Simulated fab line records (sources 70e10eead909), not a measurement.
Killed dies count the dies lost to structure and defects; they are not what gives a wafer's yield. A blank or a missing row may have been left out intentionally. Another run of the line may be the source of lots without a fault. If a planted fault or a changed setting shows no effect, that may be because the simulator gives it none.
fab line records :: flow nand_harc :: part 2 of 2: steps 26 to 37 of 37
record
  lots=5
  wafers=15
  last_day=34
route steps=1302 shown A_BONDPAD@1208 HYBRID_BOND@1237 THIN_TSV@1244
lots with no fault: from the same line, run without faults
start_h: hours from the record's first day to the start of the lot's first wafer shown :: wait_h: how many hours have passed since the lot's step before this one :: " repeats the value in the row above :: L1.1+2: a row that stands for several wafers :: - no value, or no start given :: * or withheld: withheld :: < > ~ a bound
route shown NAME@n: names a module that has steps shown in the file, with the first one's number in the route :: usual: mean/standard deviation taken from wafers without a fault :: same: alike in all rows :: chamber/n: place in a boat :: sites: the reading at each site :: _std_site: standard deviation of those values :: _edge_site: outer sites' mean less inner sites' :: radius_mm: how far each site lies from the wafer's centre :: mask NAME#n: copy n :: behind: the most recent tool/chamber to have shaped the wafer :: hold: cause of the lot's hold/its duration in hours/its outcome :: device: whichever transistor did not switch (one of n, p or np) :: end of line: the tests these same wafers got at the end of their route :: a step with no rows: only its recipe :: killed: dies lost to structure and defects at the first sort, not the wafer's yield :: map: per-die view of a wafer (x killed, . not killed, _ where there is no die)
set.NAME: the setting the step ran with; set.NAME@STEP: the setting that earlier step ran with :: model.NAME: the simulator's own value behind a step, which no gauge read
certain route steps with their lots: each step a table, each wafer a row
services: a tool's chamber out of use, with start hour (start_h, from the record's first day; less than 0 if before it), hours out, and reason
## steps
# step NHARC_A_BONDPAD_SRD_21
# recipe
  time_s=30
  temp_c=23
  dry_time_s=20
  spin_rpm=1500
lot.wafer: L082.6+4+3
tool: wet_bench-08
chamber: 0,1,4
start_h: 625.28
wait_h: 0.0

lot.wafer: L091.2+5+1
tool: wet_bench-10
chamber: 7,0,1
start_h: 700.16
wait_h: 0.1

lot.wafer: L097.3+4+6
tool: wet_bench-08
chamber: 5,6,0
start_h: 768.67
wait_h: 0.0

lot.wafer: L095.4+1+3
tool: wet_bench-10
chamber: 4,5,7
start_h: 770.17
wait_h: 0.0

lot.wafer: L096.4+1+6
tool: wet_bench-10
chamber: 7,2,4
start_h: 776.83
wait_h: 0.0
# step NHARC_A_BONDPAD_INSPECT_23
# usual
  raw_defect_count=562/120
lot.wafer: L082.3
tool: defect_inspect-02
chamber: -
start_h: 625.44
wait_h: 0.0
raw_defect_count: 864

lot.wafer: L082.4
tool: defect_inspect-02
chamber: -
start_h: 625.44
wait_h: 0.0
raw_defect_count: 497

lot.wafer: L082.6
tool: defect_inspect-02
chamber: -
start_h: 625.44
wait_h: 0.0
raw_defect_count: 653

lot.wafer: L091.1
tool: defect_inspect-02
chamber: -
start_h: 700.33
wait_h: 0.0
raw_defect_count: 546

lot.wafer: L091.2
tool: defect_inspect-02
chamber: -
start_h: 700.33
wait_h: 0.0
raw_defect_count: 554

lot.wafer: L091.5
tool: defect_inspect-02
chamber: -
start_h: 700.33
wait_h: 0.0
raw_defect_count: 483

lot.wafer: L097.3
tool: defect_inspect-02
chamber: -
start_h: 768.85
wait_h: 0.0
raw_defect_count: 598

lot.wafer: L097.4
tool: defect_inspect-02
chamber: -
start_h: 768.85
wait_h: 0.0
raw_defect_count: 726

lot.wafer: L097.6
tool: defect_inspect-02
chamber: -
start_h: 768.85
wait_h: 0.0
raw_defect_count: 512

lot.wafer: L095.1
tool: defect_inspect-02
chamber: -
start_h: 770.36
wait_h: 0.0
raw_defect_count: 675

lot.wafer: L095.3
tool: defect_inspect-02
chamber: -
start_h: 770.36
wait_h: 0.0
raw_defect_count: 474

lot.wafer: L095.4
tool: defect_inspect-02
chamber: -
start_h: 770.36
wait_h: 0.0
raw_defect_count: 531

lot.wafer: L096.1
tool: defect_inspect-02
chamber: -
start_h: 777.02
wait_h: 0.0
raw_defect_count: 736

lot.wafer: L096.4
tool: defect_inspect-02
chamber: -
start_h: 777.02
wait_h: 0.0
raw_defect_count: 477

lot.wafer: L096.6
tool: defect_inspect-02
chamber: -
start_h: 777.02
wait_h: 0.0
raw_defect_count: 539
# step NHARC_HYBRID_BOND_ACTIVATE_00
# recipe
  time_s=60
  n2_flow_sccm=200
  ar_flow_sccm=0
  bias_power_w=0
  chemistry=N2
# usual
  drypump_motor_current_A=5.9/0.38
  oes_product_au=1.002/0.0076
  rf_vpp_V=64.0/0.86
  showerhead_plenum_p_Torr=1.74/0.08
lot.wafer: L082.3
tool: rie_diel-09
chamber: 3
start_h: 625.50
wait_h: 0.1
drypump_motor_current_A: 5.7
oes_product_au: 1.015
rf_hours_counter_h: 11
rf_vpp_V: 65.4
showerhead_plenum_p_Torr: 1.67

lot.wafer: L082.4
tool: rie_diel-09
chamber: 0
start_h: 625.50
wait_h: 0.1
drypump_motor_current_A: 5.5
oes_product_au: 1.010
rf_hours_counter_h: 9
rf_vpp_V: 63.0
showerhead_plenum_p_Torr: 1.77

lot.wafer: L082.6
tool: rie_diel-09
chamber: 0
start_h: 625.50
wait_h: 0.1
drypump_motor_current_A: 5.5
oes_product_au: 1.004
rf_hours_counter_h: -
rf_vpp_V: 63.5
showerhead_plenum_p_Torr: 1.77

lot.wafer: L091.2
tool: rie_diel-09
chamber: 2
start_h: 700.41
wait_h: 0.1
drypump_motor_current_A: 6.3
oes_product_au: 0.995
rf_hours_counter_h: 1
rf_vpp_V: 64.1
showerhead_plenum_p_Torr: 1.66

lot.wafer: L091.1
tool: rie_diel-09
chamber: 3
start_h: 700.41
wait_h: 0.1
drypump_motor_current_A: 5.7
oes_product_au: 0.999
rf_hours_counter_h: 1
rf_vpp_V: 65.0
showerhead_plenum_p_Torr: 1.66

lot.wafer: L091.5
tool: rie_diel-09
chamber: 1
start_h: 700.41
wait_h: 0.1
drypump_motor_current_A: 6.2
oes_product_au: 0.994
rf_hours_counter_h: -
rf_vpp_V: 64.2
showerhead_plenum_p_Torr: 1.80

lot.wafer: L097.3
tool: rie_diel-09
chamber: 0
start_h: 768.93
wait_h: 0.1
drypump_motor_current_A: 5.5
oes_product_au: 0.995
rf_hours_counter_h: 2
rf_vpp_V: 64.1
showerhead_plenum_p_Torr: 1.77

lot.wafer: L097.4
tool: rie_diel-09
chamber: 1
start_h: 768.93
wait_h: 0.1
drypump_motor_current_A: 6.2
oes_product_au: 1.012
rf_hours_counter_h: 8
rf_vpp_V: 63.8
showerhead_plenum_p_Torr: 1.79

lot.wafer: L097.6
tool: rie_diel-09
chamber: 2
start_h: 768.93
wait_h: 0.1
drypump_motor_current_A: 6.3
oes_product_au: 0.996
rf_hours_counter_h: -
rf_vpp_V: 63.4
showerhead_plenum_p_Torr: 1.66

lot.wafer: L095.3
tool: rie_diel-09
chamber: 2
start_h: 770.42
wait_h: 0.1
drypump_motor_current_A: 6.3
oes_product_au: 0.997
rf_hours_counter_h: 8
rf_vpp_V: 65.3
showerhead_plenum_p_Torr: 1.66

lot.wafer: L095.1
tool: rie_diel-09
chamber: 3
start_h: 770.42
wait_h: 0.1
drypump_motor_current_A: 5.7
oes_product_au: 0.997
rf_hours_counter_h: 9
rf_vpp_V: 63.9
showerhead_plenum_p_Torr: 1.66

lot.wafer: L095.4
tool: rie_diel-09
chamber: 1
start_h: 770.42
wait_h: 0.1
drypump_motor_current_A: 6.2
oes_product_au: 0.994
rf_hours_counter_h: 8
rf_vpp_V: 63.0
showerhead_plenum_p_Torr: 1.79

lot.wafer: L096.1
tool: rie_diel-09
chamber: 1
start_h: 777.08
wait_h: 0.1
drypump_motor_current_A: 6.2
oes_product_au: 0.993
rf_hours_counter_h: 9
rf_vpp_V: 65.0
showerhead_plenum_p_Torr: 1.79

lot.wafer: L096.4
tool: rie_diel-09
chamber: 3
start_h: 777.08
wait_h: 0.1
drypump_motor_current_A: 5.7
oes_product_au: 0.997
rf_hours_counter_h: 9
rf_vpp_V: 63.3
showerhead_plenum_p_Torr: 1.66

lot.wafer: L096.6
tool: rie_diel-09
chamber: 1
start_h: 777.08
wait_h: 0.1
drypump_motor_current_A: 6.2
oes_product_au: 0.996
rf_hours_counter_h: -
rf_vpp_V: 64.7
showerhead_plenum_p_Torr: 1.79
# step NHARC_HYBRID_BOND_PRECLEAN_01
# recipe
  time_s=300
  temp_c=23
  chemistry=DIW
lot.wafer: L082.6+4+3
tool: wet_bench-08
chamber: 6,0,1
start_h: 625.67
wait_h: 0.1

lot.wafer: L091.1+5+2
tool: wet_bench-10
chamber: 3,4,5
start_h: 700.57
wait_h: 0.1

lot.wafer: L097.3+4+6
tool: wet_bench-08
chamber: 1,2,5
start_h: 769.08
wait_h: 0.1

lot.wafer: L095.1+3+4
tool: wet_bench-08
chamber: 4,5,7
start_h: 770.57
wait_h: 0.1

lot.wafer: L096.4+1+6
tool: wet_bench-08
chamber: 6,0,3
start_h: 777.24
wait_h: 0.1
# step NHARC_HYBRID_BOND_SRD_02
# recipe
  time_s=30
  temp_c=23
  dry_time_s=20
  spin_rpm=1500
lot.wafer: L082.6+4+3
tool: wet_bench-08
chamber: 6,0,1
start_h: -
wait_h: -

lot.wafer: L091.1+5+2
tool: wet_bench-10
chamber: 3,4,5
start_h: -
wait_h: -

lot.wafer: L097.3+4+6
tool: wet_bench-08
chamber: 1,2,5
start_h: -
wait_h: -

lot.wafer: L095.1+3+4
tool: wet_bench-08
chamber: 4,5,7
start_h: -
wait_h: -

lot.wafer: L096.4+1+6
tool: wet_bench-08
chamber: 6,0,3
start_h: -
wait_h: -
# step NHARC_HYBRID_BOND_BOND_03
# recipe
  temp_c=25
lot.wafer: L082.3+4+6
tool: wafer_bonder-01
chamber: 0
start_h: 631.14
wait_h: -

lot.wafer: L091.1+2+5
tool: wafer_bonder-01
chamber: 0
start_h: 700.89
wait_h: -

lot.wafer: L097.3+4+6
tool: wafer_bonder-01
chamber: 0
start_h: 769.61
wait_h: -

lot.wafer: L095.1+3+4
tool: wafer_bonder-01
chamber: 0
start_h: 770.82
wait_h: -

lot.wafer: L096.1+4+6
tool: wafer_bonder-01
chamber: 0
start_h: 777.49
wait_h: -
# step NHARC_HYBRID_BOND_ANNEAL_04
# recipe
  temp_c=300
  time_s=7200
  ramp_up_c_per_min=5
  ramp_down_c_per_min=3
  idle_temp_c=100
  pressure_atm=1
# usual
  zone_power_upper_pct=2.99/0.23
lot.wafer: L082.3
tool: furnace-01
chamber: 0
start_h: 634.91
wait_h: 3.6
zone_power_upper_pct: 2.88

lot.wafer: L082.4
tool: furnace-01
chamber: 0
start_h: 634.91
wait_h: 3.6
zone_power_upper_pct: 2.82

lot.wafer: L082.6
tool: furnace-01
chamber: 0
start_h: 634.91
wait_h: 3.6
zone_power_upper_pct: 2.88

lot.wafer: L091.1
tool: furnace-06
chamber: 0
start_h: 704.28
wait_h: 3.2
zone_power_upper_pct: 2.81

lot.wafer: L091.2
tool: furnace-06
chamber: 0
start_h: 704.28
wait_h: 3.2
zone_power_upper_pct: 2.82

lot.wafer: L091.5
tool: furnace-06
chamber: 0
start_h: 704.28
wait_h: 3.2
zone_power_upper_pct: 2.83

lot.wafer: L095.1
tool: furnace-02
chamber: 0
start_h: 773.90
wait_h: 2.9
zone_power_upper_pct: 3.43

lot.wafer: L095.3
tool: furnace-02
chamber: 0
start_h: 773.90
wait_h: 2.9
zone_power_upper_pct: 3.44

lot.wafer: L095.4
tool: furnace-02
chamber: 0
start_h: 773.90
wait_h: 2.9
zone_power_upper_pct: 3.35

lot.wafer: L097.3
tool: furnace-02
chamber: 0
start_h: 773.90
wait_h: 4.1
zone_power_upper_pct: 3.36

lot.wafer: L097.4
tool: furnace-02
chamber: 0
start_h: 773.90
wait_h: 4.1
zone_power_upper_pct: 3.38

lot.wafer: L097.6
tool: furnace-02
chamber: 0
start_h: 773.90
wait_h: 4.1
zone_power_upper_pct: 3.38

lot.wafer: L096.1
tool: furnace-06
chamber: 0
start_h: 778.44
wait_h: 0.8
zone_power_upper_pct: 2.85

lot.wafer: L096.4
tool: furnace-06
chamber: 0
start_h: 778.44
wait_h: 0.8
zone_power_upper_pct: 2.84

lot.wafer: L096.6
tool: furnace-06
chamber: 0
start_h: 778.44
wait_h: 0.8
zone_power_upper_pct: 2.85
# step NHARC_HYBRID_BOND_OVL_MEAS_05
# usual
  overlay_x_nm=6/35
  overlay_y_nm=-1/31
lot.wafer: L082.3
tool: overlay-02
chamber: -
start_h: 639.56
wait_h: 0.4
overlay_x_nm: 17
overlay_y_nm: 23

lot.wafer: L082.4
tool: overlay-02
chamber: -
start_h: 639.56
wait_h: 0.4
overlay_x_nm: -19
overlay_y_nm: -30

lot.wafer: L082.6
tool: overlay-02
chamber: -
start_h: 639.56
wait_h: 0.4
overlay_x_nm: 55
overlay_y_nm: 63

lot.wafer: L091.1
tool: overlay-02
chamber: -
start_h: 709.01
wait_h: 0.4
overlay_x_nm: 7
overlay_y_nm: 32

lot.wafer: L091.2
tool: overlay-02
chamber: -
start_h: 709.01
wait_h: 0.4
overlay_x_nm: 44
overlay_y_nm: -24

lot.wafer: L091.5
tool: overlay-02
chamber: -
start_h: 709.01
wait_h: 0.4
overlay_x_nm: -42
overlay_y_nm: 4

lot.wafer: L095.1
tool: overlay-01
chamber: -
start_h: 778.61
wait_h: 0.4
overlay_x_nm: 78
overlay_y_nm: 3

lot.wafer: L095.3
tool: overlay-01
chamber: -
start_h: 778.61
wait_h: 0.4
overlay_x_nm: 33
overlay_y_nm: 12

lot.wafer: L095.4
tool: overlay-01
chamber: -
start_h: 778.61
wait_h: 0.4
overlay_x_nm: 26
overlay_y_nm: 31

lot.wafer: L097.3
tool: overlay-02
chamber: -
start_h: 778.61
wait_h: 0.4
overlay_x_nm: 14
overlay_y_nm: -25

lot.wafer: L097.4
tool: overlay-02
chamber: -
start_h: 778.61
wait_h: 0.4
overlay_x_nm: -35
overlay_y_nm: -18

lot.wafer: L097.6
tool: overlay-02
chamber: -
start_h: 778.61
wait_h: 0.4
overlay_x_nm: -27
overlay_y_nm: -12

lot.wafer: L096.1
tool: overlay-02
chamber: -
start_h: 783.19
wait_h: 0.4
overlay_x_nm: 64
overlay_y_nm: 57

lot.wafer: L096.4
tool: overlay-02
chamber: -
start_h: 783.19
wait_h: 0.4
overlay_x_nm: -34
overlay_y_nm: 28

lot.wafer: L096.6
tool: overlay-02
chamber: -
start_h: 783.19
wait_h: 0.4
overlay_x_nm: 26
overlay_y_nm: -30
# step NHARC_HYBRID_BOND_INSPECT_06
# recipe
  inspect_instrument=ir_void
# usual
  raw_defect_count=94/36
lot.wafer: L082.3
tool: defect_inspect-01
chamber: -
start_h: 639.62
wait_h: 0.1
raw_defect_count: 35

lot.wafer: L082.4
tool: defect_inspect-01
chamber: -
start_h: 639.62
wait_h: 0.1
raw_defect_count: 33

lot.wafer: L082.6
tool: defect_inspect-01
chamber: -
start_h: 639.62
wait_h: 0.1
raw_defect_count: 37

lot.wafer: L091.1
tool: defect_inspect-02
chamber: -
start_h: 709.06
wait_h: 0.0
raw_defect_count: 125

lot.wafer: L091.2
tool: defect_inspect-02
chamber: -
start_h: 709.06
wait_h: 0.0
raw_defect_count: 112

lot.wafer: L091.5
tool: defect_inspect-02
chamber: -
start_h: 709.06
wait_h: 0.0
raw_defect_count: 129

lot.wafer: L095.1
tool: defect_inspect-01
chamber: -
start_h: 778.66
wait_h: 0.0
raw_defect_count: 62

lot.wafer: L095.3
tool: defect_inspect-01
chamber: -
start_h: 778.66
wait_h: 0.0
raw_defect_count: 56

lot.wafer: L095.4
tool: defect_inspect-01
chamber: -
start_h: 778.66
wait_h: 0.0
raw_defect_count: 71

lot.wafer: L097.3
tool: defect_inspect-02
chamber: -
start_h: 778.67
wait_h: 0.1
raw_defect_count: 90

lot.wafer: L097.4
tool: defect_inspect-02
chamber: -
start_h: 778.67
wait_h: 0.1
raw_defect_count: 72

lot.wafer: L097.6
tool: defect_inspect-02
chamber: -
start_h: 778.67
wait_h: 0.1
raw_defect_count: 67

lot.wafer: L096.1
tool: defect_inspect-01
chamber: -
start_h: 783.24
wait_h: 0.0
raw_defect_count: 67

lot.wafer: L096.4
tool: defect_inspect-01
chamber: -
start_h: 783.24
wait_h: 0.0
raw_defect_count: 67

lot.wafer: L096.6
tool: defect_inspect-01
chamber: -
start_h: 783.24
wait_h: 0.0
raw_defect_count: 73
# step NHARC_THIN_TSV_GRIND_00
# recipe
  target_thk_um=6
# usual
  motor_current_A=12.001/0.022
lot.wafer: L082.3
tool: grinder-01
chamber: 0
start_h: 640.15
wait_h: 0.5
motor_current_A: 11.984

lot.wafer: L082.4
tool: grinder-01
chamber: 0
start_h: 640.15
wait_h: 0.5
motor_current_A: 12.019

lot.wafer: L082.6
tool: grinder-01
chamber: 0
start_h: 640.15
wait_h: 0.5
motor_current_A: 11.985

lot.wafer: L091.1
tool: grinder-01
chamber: 0
start_h: 709.21
wait_h: 0.1
motor_current_A: 11.982

lot.wafer: L091.2
tool: grinder-01
chamber: 0
start_h: 709.21
wait_h: 0.1
motor_current_A: 12.030

lot.wafer: L091.5
tool: grinder-01
chamber: 0
start_h: 709.21
wait_h: 0.1
motor_current_A: 12.037

lot.wafer: L097.3
tool: grinder-01
chamber: 0
start_h: 779.21
wait_h: 0.5
motor_current_A: 12.016

lot.wafer: L097.4
tool: grinder-01
chamber: 0
start_h: 779.21
wait_h: 0.5
motor_current_A: 11.969

lot.wafer: L097.6
tool: grinder-01
chamber: 0
start_h: 779.21
wait_h: 0.5
motor_current_A: 12.015

lot.wafer: L095.1
tool: grinder-01
chamber: 0
start_h: 780.00
wait_h: 1.3
motor_current_A: 12.018

lot.wafer: L095.3
tool: grinder-01
chamber: 0
start_h: 780.00
wait_h: 1.3
motor_current_A: 12.014

lot.wafer: L095.4
tool: grinder-01
chamber: 0
start_h: 780.00
wait_h: 1.3
motor_current_A: 11.956

lot.wafer: L096.1
tool: grinder-01
chamber: 0
start_h: 784.58
wait_h: 1.3
motor_current_A: 12.037

lot.wafer: L096.4
tool: grinder-01
chamber: 0
start_h: 784.58
wait_h: 1.3
motor_current_A: 11.992

lot.wafer: L096.6
tool: grinder-01
chamber: 0
start_h: 784.58
wait_h: 1.3
motor_current_A: 12.011
# step NHARC_THIN_TSV_CMP_01
# recipe
  target_thk_um=3
# usual
  motor_current_A=11.8/1.5
lot.wafer: L082.3
tool: cmp-03
chamber: 1
start_h: 640.99
wait_h: 0.6
motor_current_A: 10.7

lot.wafer: L082.4
tool: cmp-03
chamber: 3
start_h: 640.99
wait_h: 0.6
motor_current_A: 13.8

lot.wafer: L082.6
tool: cmp-03
chamber: 1
start_h: 640.99
wait_h: 0.6
motor_current_A: 11.5

lot.wafer: L091.1
tool: cmp-01
chamber: 3
start_h: 710.45
wait_h: 1.0
motor_current_A: 12.4

lot.wafer: L091.2
tool: cmp-01
chamber: 1
start_h: 710.45
wait_h: 1.0
motor_current_A: 9.3

lot.wafer: L091.5
tool: cmp-01
chamber: 3
start_h: 710.45
wait_h: 1.0
motor_current_A: 13.3

lot.wafer: L097.3
tool: cmp-01
chamber: 0
start_h: 780.05
wait_h: 0.6
motor_current_A: 11.3

lot.wafer: L097.4
tool: cmp-01
chamber: 1
start_h: 780.05
wait_h: 0.6
motor_current_A: 9.9

lot.wafer: L097.6
tool: cmp-01
chamber: 0
start_h: 780.05
wait_h: 0.6
motor_current_A: 11.8

lot.wafer: L095.4
tool: cmp-04
chamber: 2
start_h: 781.25
wait_h: 0.4
motor_current_A: 11.4

lot.wafer: L095.3
tool: cmp-04
chamber: 3
start_h: 781.25
wait_h: 0.4
motor_current_A: 11.9

lot.wafer: L095.1
tool: cmp-04
chamber: 0
start_h: 781.25
wait_h: 0.4
motor_current_A: 13.7

lot.wafer: L096.1
tool: cmp-04
chamber: 3
start_h: 785.80
wait_h: 1.0
motor_current_A: 12.8

lot.wafer: L096.4
tool: cmp-04
chamber: 0
start_h: 785.80
wait_h: 1.0
motor_current_A: 14.0

lot.wafer: L096.6
tool: cmp-04
chamber: 0
start_h: 785.80
wait_h: 1.0
motor_current_A: 13.6
# step NHARC_THIN_TSV_THK_MEAS_02
# recipe
  thk_meas_gauge=ir
# usual
  thk_nm=2973/200
lot.wafer: L082.3
tool: film_metro-01
chamber: -
start_h: 641.23
wait_h: -
thk_nm: 3067

lot.wafer: L082.4
tool: film_metro-01
chamber: -
start_h: 641.23
wait_h: -
thk_nm: 2760

lot.wafer: L082.6
tool: film_metro-01
chamber: -
start_h: 641.23
wait_h: -
thk_nm: 3002

lot.wafer: L091.1
tool: film_metro-02
chamber: -
start_h: 710.69
wait_h: -
thk_nm: 3035

lot.wafer: L091.2
tool: film_metro-02
chamber: -
start_h: 710.69
wait_h: -
thk_nm: 2884

lot.wafer: L091.5
tool: film_metro-02
chamber: -
start_h: 710.69
wait_h: -
thk_nm: 3127

lot.wafer: L097.3
tool: film_metro-01
chamber: -
start_h: 780.29
wait_h: -
thk_nm: 3375

lot.wafer: L097.4
tool: film_metro-01
chamber: -
start_h: 780.29
wait_h: -
thk_nm: 3481

lot.wafer: L097.6
tool: film_metro-01
chamber: -
start_h: 780.29
wait_h: -
thk_nm: 3077

lot.wafer: L095.1
tool: film_metro-02
chamber: -
start_h: 781.48
wait_h: -
thk_nm: 3295

lot.wafer: L095.3
tool: film_metro-02
chamber: -
start_h: 781.48
wait_h: -
thk_nm: 2842

lot.wafer: L095.4
tool: film_metro-02
chamber: -
start_h: 781.48
wait_h: -
thk_nm: 2857

lot.wafer: L096.1
tool: film_metro-02
chamber: -
start_h: 786.06
wait_h: -
thk_nm: 2999

lot.wafer: L096.4
tool: film_metro-02
chamber: -
start_h: 786.06
wait_h: -
thk_nm: 3075

lot.wafer: L096.6
tool: film_metro-02
chamber: -
start_h: 786.06
wait_h: -
thk_nm: 3396
## services
tool: litho_track-07
chamber: -
start_h: 601.01
hours: 7.0
kind: pm

tool: pvd_sputter-03
chamber: -
start_h: 617.95
hours: 0.5
kind: repair

tool: rie_diel-08
chamber: 2
start_h: 621.34
hours: 4.0
kind: repair

tool: litho_track-03
chamber: -
start_h: 625.02
hours: 7.0
kind: pm

tool: rie_diel-04
chamber: 2
start_h: 628.00
hours: 28.6
kind: repair

tool: rie_diel-09
chamber: 1
start_h: 632.50
hours: 1.7
kind: repair

tool: pvd_sputter-02
chamber: -
start_h: 638.00
hours: 10.0
kind: pm

tool: rie_diel-04
chamber: 3
start_h: 639.10
hours: 1.6
kind: repair

tool: rie_diel-09
chamber: -
start_h: 645.17
hours: 3.3
kind: repair

tool: wet_bench-08
chamber: -
start_h: 646.40
hours: 8.0
kind: pm

tool: litho_track-05
chamber: -
start_h: 649.02
hours: 7.0
kind: pm

tool: pvd_sputter-02
chamber: -
start_h: 658.37
hours: 5.7
kind: repair

tool: wet_bench-10
chamber: -
start_h: 663.20
hours: 8.0
kind: pm

tool: wet_bench-10
chamber: -
start_h: 675.14
hours: 2.3
kind: repair

tool: rie_diel-08
chamber: 1
start_h: 681.08
hours: 14.5
kind: repair

tool: rie_diel-04
chamber: -
start_h: 709.65
hours: 9.0
kind: pm

tool: rie_diel-08
chamber: -
start_h: 721.80
hours: 9.0
kind: pm

tool: pvd_sputter-02
chamber: -
start_h: 724.06
hours: 2.2
kind: repair

tool: pvd_sputter-03
chamber: -
start_h: 730.72
hours: 10.0
kind: pm

tool: rie_diel-08
chamber: 0
start_h: 742.08
hours: 6.3
kind: repair

tool: pvd_sputter-03
chamber: -
start_h: 742.65
hours: 1.7
kind: repair

tool: pvd_sputter-02
chamber: -
start_h: 768.20
hours: 2.4
kind: repair

tool: litho_track-07
chamber: -
start_h: 776.01
hours: 7.0
kind: pm

tool: pvd_sputter-02
chamber: -
start_h: 777.94
hours: 2.4
kind: repair
